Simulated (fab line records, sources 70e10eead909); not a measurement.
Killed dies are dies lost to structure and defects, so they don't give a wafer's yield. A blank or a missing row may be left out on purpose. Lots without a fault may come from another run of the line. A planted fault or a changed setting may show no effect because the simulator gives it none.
Which tool did it? | flow nand_harc | 12 lots, 36 wafers sampled, at 4 steps of a route of 1302

WHAT THE GAUGES READ, wafer by wafer
The record holds no reading of a measuring or inspecting step that can be judged against a usual standard deviation.

WHICH TOOL RAN EACH LOT (tool, then ch and the chambers of the sampled wafers, then the start)
lot  | NHARC_P_GATE_DEP_103            | NHARC_P_GATE_STRIP_75                | NHARC_P_GATE_STRIP_67               | NHARC_P_CONTACT_DEGAS_38
L560 | pecvd-03 ch 0,1,2, day 5 03:14  | plasma_asher-01 ch 0, day 5 16:33    | wet_bench-02 ch 1,4,6, day 5 21:41  | pvd_sputter-03, day 6 01:40
L561 | pecvd-01 ch 0,2, day 5 13:40    | plasma_asher-02 ch 0,1, day 6 03:29  | wet_bench-01 ch 1,3,5, day 6 08:55  | pvd_sputter-01, day 6 12:39
L562 | pecvd-04 ch 1,2, day 5 16:02    | plasma_asher-02 ch 0,1, day 6 05:27  | wet_bench-01 ch 1,6,7, day 6 10:41  | pvd_sputter-03, day 6 14:35
L563 | pecvd-04 ch 0,1,2, day 6 12:02  | plasma_asher-01 ch 0,1, day 7 03:40  | wet_bench-06 ch 5,6,7, day 7 09:02  | pvd_sputter-03, day 7 12:56
L575 | pecvd-04 ch 0,2, day 11 02:28   | plasma_asher-01 ch 0,1, day 11 18:13 | wet_bench-01 ch 5,6,7, day 11 23:37 | pvd_sputter-01, day 12 03:37
L574 | pecvd-01 ch 0,1, day 11 03:04   | plasma_asher-01 ch 0,1, day 11 16:29 | wet_bench-02 ch 4,5,6, day 11 22:07 | pvd_sputter-03, day 12 01:58
L576 | pecvd-04 ch 0,1,2, day 11 16:00 | plasma_asher-01 ch 0,1, day 12 05:29 | wet_bench-06 ch 0,5,7, day 12 10:42 | pvd_sputter-03, day 12 14:25
L578 | pecvd-03 ch 0,1,2, day 12 09:01 | plasma_asher-01 ch 0,1, day 12 22:26 | wet_bench-06 ch 0,1,6, day 13 03:43 | pvd_sputter-01, day 13 07:41
L579 | pecvd-04 ch 1,2, day 12 19:52   | plasma_asher-01 ch 0,1, day 13 09:20 | wet_bench-01 ch 2,3,5, day 13 14:37 | pvd_sputter-01, day 13 18:28
L581 | pecvd-01 ch 0,1,2, day 13 19:22 | plasma_asher-02 ch 0,1, day 14 08:52 | wet_bench-02 ch 2,3,6, day 14 14:08 | pvd_sputter-03, day 14 17:59
L582 | pecvd-04 ch 0,2, day 14 03:24   | plasma_asher-02 ch 0,1, day 14 16:49 | wet_bench-01 ch 2,6,7, day 14 22:04 | pvd_sputter-02, day 15 01:46
L583 | pecvd-03 ch 0,1,2, day 14 12:04 | plasma_asher-02 ch 0,1, day 15 01:41 | wet_bench-06 ch 5,6,7, day 15 06:49 | pvd_sputter-01, day 15 10:38
- NHARC_P_GATE_DEP_103: deposits SiON, target thk 30 nm.
- NHARC_P_GATE_STRIP_75: strips in O2.
- NHARC_P_GATE_STRIP_67: strips in SPM, time 600 s.
- NHARC_P_CONTACT_DEGAS_38: time 60 s.

WHAT THE TOOLS THEMSELVES READ (means of the sampled wafers that have a number; where no wafer has one, the mark that the record gives instead)
NHARC_P_GATE_DEP_103. Usual: heater_power_w 824 W, standard deviation 110.
lot  | tool     | heater_power_w (W) | flag
L560 | pecvd-03 | 754                |
L561 | pecvd-01 | 834                |
L562 | pecvd-04 | 976                |
L563 | pecvd-04 | 894                |
L575 | pecvd-04 | 848                |
L574 | pecvd-01 | 776                |
L576 | pecvd-04 | 869                |
L578 | pecvd-03 | 763                |
L579 | pecvd-04 | 988                |
L581 | pecvd-01 | 789                |
L582 | pecvd-04 | 866                |
L583 | pecvd-03 | 771                |

NHARC_P_GATE_STRIP_75. Usual: drypump_motor_current_A 5.8 A, standard deviation 0.4; heater_power_w 313 W, standard deviation 22; temp_c 249.98 C, standard deviation 0.18.
lot  | tool            | drypump_motor_current_A (A) | heater_power_w (W) | temp_c (C) | flag
L560 | plasma_asher-01 | 5.2                         | 319                | 249.90     |
L561 | plasma_asher-02 | 6.0                         | 323                | 249.82     |
L562 | plasma_asher-02 | 5.9                         | 331                | 249.90     |
L563 | plasma_asher-01 | 5.5                         | 316                | 250.04     |
L575 | plasma_asher-01 | 5.9                         | 288                | 250.05     |
L574 | plasma_asher-01 | 5.8                         | 293                | 249.98     |
L576 | plasma_asher-01 | 5.5                         | 304                | 249.89     |
L578 | plasma_asher-01 | 5.5                         | 302                | 250.03     |
L579 | plasma_asher-01 | 5.9                         | 294                | 250.18     |
L581 | plasma_asher-02 | 6.0                         | 333                | 249.86     |
L582 | plasma_asher-02 | 5.9                         | 333                | 250.06     |
L583 | plasma_asher-02 | 5.9                         | 338                | 250.11     |

NHARC_P_GATE_STRIP_67. Usual: bath_guard_temp_C 129.9 C, standard deviation 0.39; temp_c 130.00 C, standard deviation 0.15.
lot  | tool         | bath_guard_temp_C (C) | temp_c (C) | flag
L560 | wet_bench-02 | 130.0                 | 130.10     |
L561 | wet_bench-01 | 129.9                 | 129.88     |
L562 | wet_bench-01 | 129.8                 | 130.01     |
L563 | wet_bench-06 | 129.8                 | 129.88     |
L575 | wet_bench-01 | 130.0                 | 130.13     |
L574 | wet_bench-02 | 128.4                 | 128.30     | OFF
L576 | wet_bench-06 | 129.5                 | 130.06     |
L578 | wet_bench-06 | 130.2                 | 130.07     |
L579 | wet_bench-01 | 130.1                 | 129.92     |
L581 | wet_bench-02 | 130.0                 | 129.97     |
L582 | wet_bench-01 | 129.9                 | 130.09     |
L583 | wet_bench-06 | 129.8                 | 129.94     |

NHARC_P_CONTACT_DEGAS_38. Usual: heater_power_w 466 W, standard deviation 48.
lot  | tool           | heater_power_w (W) | flag
L560 | pvd_sputter-03 | 489                |
L561 | pvd_sputter-01 | 461                |
L562 | pvd_sputter-03 | 501                |
L563 | pvd_sputter-03 | 511                |
L575 | pvd_sputter-01 | 463                |
L574 | pvd_sputter-03 | 480                |
L576 | pvd_sputter-03 | 496                |
L578 | pvd_sputter-01 | 439                |
L579 | pvd_sputter-01 | 465                |
L581 | pvd_sputter-03 | 483                |
L582 | pvd_sputter-02 | 454                |
L583 | pvd_sputter-01 | 438                |

THE ANSWER, worked out from the rows above alone
Rule: a lot is off if the mean of its wafers that have a number lies more than 3 standard deviations from the usual mean. A lot without any number at a reading at which 4 lots or more have one is off too. The other lots that the step has rows for count as sound. The gauges are gone through in route order, then the tools' own readings, and for those a lot's mean is taken as printed above. The first step at which some lot is off is used, and at that step the reading that is off furthest; a lot without a number counts as furthest.
Off: L574, at NHARC_P_GATE_STRIP_67 (temp_c).
A tool fits if, at that step or a process step before it, it ran every lot that is off, and no sound lot after the first of them. None of those tried fits.

WHAT THE SIMULATOR HAD PUT IN
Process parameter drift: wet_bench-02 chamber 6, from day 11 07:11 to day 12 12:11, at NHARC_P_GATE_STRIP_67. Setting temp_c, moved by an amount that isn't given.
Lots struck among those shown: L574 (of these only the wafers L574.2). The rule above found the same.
